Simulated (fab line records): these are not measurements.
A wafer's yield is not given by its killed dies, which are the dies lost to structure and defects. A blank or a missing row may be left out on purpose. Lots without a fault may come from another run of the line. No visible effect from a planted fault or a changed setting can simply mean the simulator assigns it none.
Chamber matching | flow n5_finfet | rie_diel-05 running N5_HKMG_FIN_STRIP_93: 4 sister chambers
The step strips SOC in N2/H2, time 20 s. 20 wafers are shown with their chamber, then 10 later ones without.

## EACH WAFER AND ITS CHAMBER
wafer  | chamber | showerhead_plenum_p_Torr (Torr) | throttle_valve_pct (%) | oes_product_au (a.u.)
L075.1 | 1       | 3.29                            | 18.9                   | 0.83
L075.2 | 3       | 3.46                            | 18.5                   | 0.74
L075.5 | 1       | 3.29                            | 18.9                   | 0.83
L076.3 | 3       | 3.46                            | 18.5                   | 0.74
L076.5 | 0       | 3.24                            | 19.1                   | 0.75
L076.6 | 1       | 3.29                            | 18.9                   | 0.83
L077.2 | 0       | 3.24                            | 19.1                   | 0.75
L077.3 | 2       | 3.13                            | 19.5                   | 0.82
L077.4 | 3       | 3.46                            | 18.5                   | 0.74
L080.3 | 3       | 3.45                            | 18.6                   | 0.74
L080.4 | 2       | 3.13                            | 19.5                   | 0.81
L080.6 | 2       | 3.13                            | 19.5                   | 0.81
L081.3 | 1       | 3.28                            | 18.9                   | 0.81
L081.4 | 0       | 3.23                            | 19.1                   | 0.72
L081.6 | 2       | 3.13                            | 19.5                   | 0.81
L082.1 | 3       | 3.45                            | 18.6                   | 0.73
L082.2 | 0       | 3.23                            | 19.1                   | 0.73
L082.3 | 1       | 3.28                            | 18.9                   | 0.81
L087.1 | 2       | 3.12                            | 19.6                   | 0.80
L087.2 | 3       | 3.44                            | 18.6                   | 0.73

SIGNATURES (averages over the wafers above)
reading                  | chamber 0 | chamber 1 | chamber 2 | chamber 3 | scatter within a chamber
showerhead_plenum_p_Torr | 3.2350    | 3.2860    | 3.1280    | 3.4533    | 0.00629
throttle_valve_pct       | 19.100    | 18.900    | 19.520    | 18.550    | 0.0379
oes_product_au           | 0.7375    | 0.8220    | 0.8100    | 0.7367    | 0.00964
Rule: for a wafer and a chamber, the distance is found by dividing, reading by reading, the gap between the wafer's reading and the chamber's mean by the reading's scatter, squaring, summing and taking the root. If the next closest chamber is less than 2 further off than the closest, the wafer can't be placed; otherwise it belongs to the closest. How the scatter is found: for the shown wafers, subtract from each reading the mean of its chamber, square and add these, divide the total by (wafers less chambers), then take the root.

## WAFERS WITH NO CHAMBER GIVEN
wafer  | showerhead_plenum_p_Torr (Torr) | throttle_valve_pct (%) | oes_product_au (a.u.)
L087.4 | 3.23                            | 19.1                   | 0.73
L091.2 | 3.23                            | 19.1                   | 0.72
L091.4 | 3.27                            | 19.0                   | 0.78
L091.6 | 3.12                            | 19.6                   | 0.78
L094.1 | 3.12                            | 19.6                   | 0.79
L094.5 | 3.27                            | 19.0                   | 0.77
L094.6 | 3.12                            | 19.6                   | 0.78
L097.3 | 3.26                            | 19.0                   | 0.77
L097.5 | 3.27                            | 19.0                   | 0.77
L097.6 | 3.22                            | 19.1                   | 0.71

## CHAMBER TAKEN BY EACH
wafer  | from the rows above     | in truth
L087.4 | 0                       | 0
L091.2 | 0                       | 0
L091.4 | can't be placed: 1 or 0 | 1
L091.6 | 2                       | 2
L094.1 | 2                       | 2
L094.5 | can't be placed: 1 or 0 | 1
L094.6 | 2                       | 2
L097.3 | can't be placed: 0 or 1 | 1
L097.5 | can't be placed: 1 or 0 | 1
L097.6 | 0                       | 0
Correctly placed: 6 of 10. Cannot be placed on the basis of these rows: 4; the candidates contain the true chamber in 4. 0 placed wrongly.
